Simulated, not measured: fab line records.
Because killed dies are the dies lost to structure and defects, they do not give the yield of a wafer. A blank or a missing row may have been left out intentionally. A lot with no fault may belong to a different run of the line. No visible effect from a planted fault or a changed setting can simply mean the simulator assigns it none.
Chamber matching	flow nand_harc	NHARC_A_STAIRCASE_DESCUM_186 on rie_diel-02 has 4 sister chambers
The step chemistry O2, time 3 s. 16 wafers are shown with their chamber, then 8 later ones without.

== WAFERS WITH THEIR CHAMBER ==
wafer	chamber	drypump_motor_current_A (A)	showerhead_plenum_p_Torr (Torr)	oes_product_au (a.u.)
L075.2	2	5.9	1.99	1.011
L075.5	2	5.9	1.99	0.999
L075.6	1	5.6	1.77	0.988
L074.1	0	5.8	1.79	0.993
L074.4	1	5.6	1.77	0.987
L074.6	2	5.9	1.99	1.001
L081.2	0	5.8	1.78	1.006
L081.3	2	5.9	1.98	1.017
L081.5	2	5.9	1.98	1.028
L083.2	0	5.8	1.78	0.997
L083.4	1	5.6	2.07	0.999
L083.5	3	5.3	1.92	1.011
L087.1	3	5.2	1.92	1.016
L087.4	0	5.8	1.77	1.003
L087.6	1	5.6	2.06	0.994
L088.1	0	5.8	1.77	0.994

SIGNATURES (averages over the wafers above)
reading	chamber 0	chamber 1	chamber 2	chamber 3	scatter within a chamber
drypump_motor_current_A	5.800	5.600	5.900	5.250	0.0204
showerhead_plenum_p_Torr	1.7780	1.9175	1.9860	1.9200	0.0854
oes_product_au	0.99860	0.99200	1.01120	1.01350	0.00819
Rule: distance of a wafer from a chamber = root of the sum over the readings of ((wafer's reading minus chamber's mean) / reading's scatter) squared. The wafer belongs to the nearest chamber; if the next one is less than 2 further off, it can't be placed. How the scatter is found: for the shown wafers, subtract from each reading the mean of its chamber, square and add these, divide the total by (wafers less chambers), then take the root.

== WAFERS WITHOUT THEIR CHAMBER ==
wafer	drypump_motor_current_A (A)	showerhead_plenum_p_Torr (Torr)	oes_product_au (a.u.)
L088.2	5.6	2.06	0.996
L088.5	5.9	1.97	1.013
L093.2	5.2	1.91	0.996
L093.3	5.6	2.06	0.998
L093.6	5.9	1.97	1.014
L097.1	5.6	2.06	1.012
L097.2	5.9	1.97	1.021
L097.5	5.9	1.97	1.018

== EACH ONE'S CHAMBER ==
wafer	from the rows above	in truth
L088.2	1	1
L088.5	2	2
L093.2	3	3
L093.3	1	1
L093.6	2	2
L097.1	1	1
L097.2	2	2
L097.5	2	2
Correctly placed: 8 of 8. Not placeable from these rows: 0. 0 placed wrongly.
